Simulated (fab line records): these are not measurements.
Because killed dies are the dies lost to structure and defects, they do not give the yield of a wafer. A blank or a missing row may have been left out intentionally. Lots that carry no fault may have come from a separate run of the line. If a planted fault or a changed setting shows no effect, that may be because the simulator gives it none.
Chamber matching + flow n5 finfet + 4 sister chambers for N5_BEOL_M11_ALD_74 on ald metal-01
The step deposits TaN, target thk 2 nm, pulse time 2 s, purge time 3 s. 22 wafers are shown with their chamber, then 11 later ones without.

== WAFERS PAIRED WITH THEIR CHAMBERS ==
| wafer  | chamber | heater power w (W) |
|--------|---------|--------------------|
| L074.3 | 0       | 480                |
| L074.4 | 3       | 432                |
| L074.5 | 0       | 489                |
| L075.2 | 0       | 495                |
| L075.4 | 2       | 438                |
| L075.6 | 3       | 430                |
| L077.1 | 0       | 497                |
| L077.2 | 2       | 447                |
| L077.5 | 0       | 496                |
| L082.1 | 1       | 501                |
| L082.2 | 3       | 424                |
| L082.6 | 1       | 509                |
| L083.3 | 3       | 436                |
| L083.5 | 3       | 418                |
| L083.6 | 0       | 497                |
| L085.1 | 0       | 492                |
| L085.3 | 1       | 510                |
| L085.6 | 3       | 431                |
| L089.2 | 3       | 431                |
| L089.5 | 3       | 438                |
| L089.6 | 0       | 483                |
| L090.2 | 3       | 431                |

SIGNATURES (averages over the wafers above)
| reading        | chamber 0 | chamber 1 | chamber 2 | chamber 3 | scatter within a chamber |
|----------------|-----------|-----------|-----------|-----------|--------------------------|
| heater power w | 491.12    | 506.67    | 442.50    | 430.11    | 6.14                     |
Rule: a wafer's distance from a chamber is the root of the sum, over the readings, of the square of ((its reading less the chamber's mean) divided by the reading's scatter). The wafer belongs to the nearest chamber; if the next one is less than 2 further off, it can't be placed. The scatter: take each reading less its chamber's mean, square it, sum over the shown wafers, divide by the number of wafers less the number of chambers, and take the root.

== WAFERS MISSING THEIR CHAMBER ==
| wafer  | heater power w (W) |
|--------|--------------------|
| L090.5 | 444                |
| L090.6 | 499                |
| L092.2 | 509                |
| L092.3 | 416                |
| L092.5 | 429                |
| L094.1 | 486                |
| L094.3 | 440                |
| L094.5 | 489                |
| L095.3 | 428                |
| L095.4 | 433                |
| L095.5 | 421                |

== WHICH CHAMBER EACH WENT THROUGH ==
| wafer  | from the rows above     | in truth                   |
|--------|-------------------------|----------------------------|
| L090.5 | 2                       | 2                          |
| L090.6 | can't be placed: 1 or 0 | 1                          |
| L092.2 | 1                       | 1                          |
| L092.3 | 3                       | 3                          |
| L092.5 | 3                       | 3                          |
| L094.1 | 0                       | 0                          |
| L094.3 | can't be placed: 2 or 3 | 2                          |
| L094.5 | 0                       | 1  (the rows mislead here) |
| L095.3 | 3                       | 3                          |
| L095.4 | can't be placed: 3 or 2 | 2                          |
| L095.5 | 3                       | 3                          |
Correctly placed: 7 of 11. These rows do not allow placing 3 (true chamber among the candidates in 3). Number placed wrongly: 1.
